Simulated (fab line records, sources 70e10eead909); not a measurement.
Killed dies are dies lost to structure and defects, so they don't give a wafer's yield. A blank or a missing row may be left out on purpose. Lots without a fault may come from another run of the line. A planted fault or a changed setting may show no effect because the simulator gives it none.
Chamber matching | flow nand_harc | NHARC_A_STAIRCASE_DEP_151 on pecvd-01: 3 sister chambers
The step deposits SiO2, target thk 7200 nm. 20 wafers are shown with their chamber, then 10 later ones without.

WAFERS WITH THEIR CHAMBER
wafer  | chamber | heater_power_w (W) | rf_fwd_power_W (W) | mfc_precursor_sccm (sccm)
L075.3 | 0       | 608                | 500.8              | 200.7
L075.4 | 2       | 561                | 498.9              | 200.9
L075.5 | 1       | 524                | 501.3              | 200.8
L076.4 | 1       | 527                | 499.4              | 199.4
L076.5 | 0       | 513                | 499.8              | 199.6
L076.6 | 2       | 550                | 499.4              | 200.2
L078.2 | 0       | 638                | 500.5              | 200.2
L078.4 | 1       | 524                | 498.1              | 200.6
L078.6 | 2       | 554                | 500.3              | 200.2
L087.2 | 0       | 613                | 502.2              | 200.4
L087.4 | 1       | 517                | 501.2              | 200.6
L087.6 | 0       | 508                | 500.6              | 200.7
L088.2 | 1       | 533                | 497.2              | 200.2
L088.5 | 0       | 520                | 499.7              | 201.0
L088.6 | 1       | 518                | 497.6              | 200.4
L091.2 | 0       | 585                | 499.7              | 201.2
L091.3 | 2       | 635                | 498.3              | 199.7
L091.5 | 1       | 517                | 500.3              | 200.2
L090.1 | 1       | 623                | 501.4              | 199.6
L090.2 | 0       | 643                | 498.1              | 199.6

SIGNATURES (means of the wafers above)
reading            | chamber 0 | chamber 1 | chamber 2 | scatter within a chamber
heater_power_w     | 578.50    | 535.38    | 575.00    | 46.2
rf_fwd_power_W     | 500.175   | 499.562   | 499.225   | 1.39
mfc_precursor_sccm | 200.425   | 200.225   | 200.250   | 0.539
Rule: a wafer's distance from a chamber is the root of the sum, over the readings, of the square of ((its reading less the chamber's mean) divided by the reading's scatter). The wafer belongs to the nearest chamber; if the next one is less than 2 further off, it can't be placed. The scatter: the root of (the sum of the squares of (reading less its chamber's mean) over the shown wafers, divided by (wafers less chambers)).

WAFERS WITHOUT THEIR CHAMBER
wafer  | heater_power_w (W) | rf_fwd_power_W (W) | mfc_precursor_sccm (sccm)
L090.6 | 529                | 499.5              | 199.7
L093.4 | 518                | 500.8              | 200.2
L093.5 | 510                | 499.9              | 198.7
L093.6 | 532                | 495.3              | 199.8
L095.1 | 589                | 497.1              | 199.3
L095.2 | 620                | 500.9              | 200.5
L095.6 | 512                | 499.3              | 200.5
L097.1 | 635                | 497.5              | 200.0
L097.2 | 529                | 499.2              | 200.4
L097.5 | 529                | 498.7              | 199.8

WHICH CHAMBER EACH WENT THROUGH
wafer  | from the rows above          | in truth
L090.6 | can't be placed: 1 or 2 or 0 | 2
L093.4 | can't be placed: 1 or 0 or 2 | 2
L093.5 | can't be placed: 1 or 2 or 0 | 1
L093.6 | can't be placed: 2 or 1 or 0 | 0
L095.1 | can't be placed: 2 or 1 or 0 | 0
L095.2 | can't be placed: 0 or 2 or 1 | 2
L095.6 | can't be placed: 1 or 2 or 0 | 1
L097.1 | can't be placed: 2 or 0 or 1 | 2
L097.2 | can't be placed: 1 or 2 or 0 | 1
L097.5 | can't be placed: 1 or 2 or 0 | 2
Placed correctly: 0 of 10. Can't be placed from these rows: 10 (the true chamber is among the candidates in 10). Placed wrongly: 0.
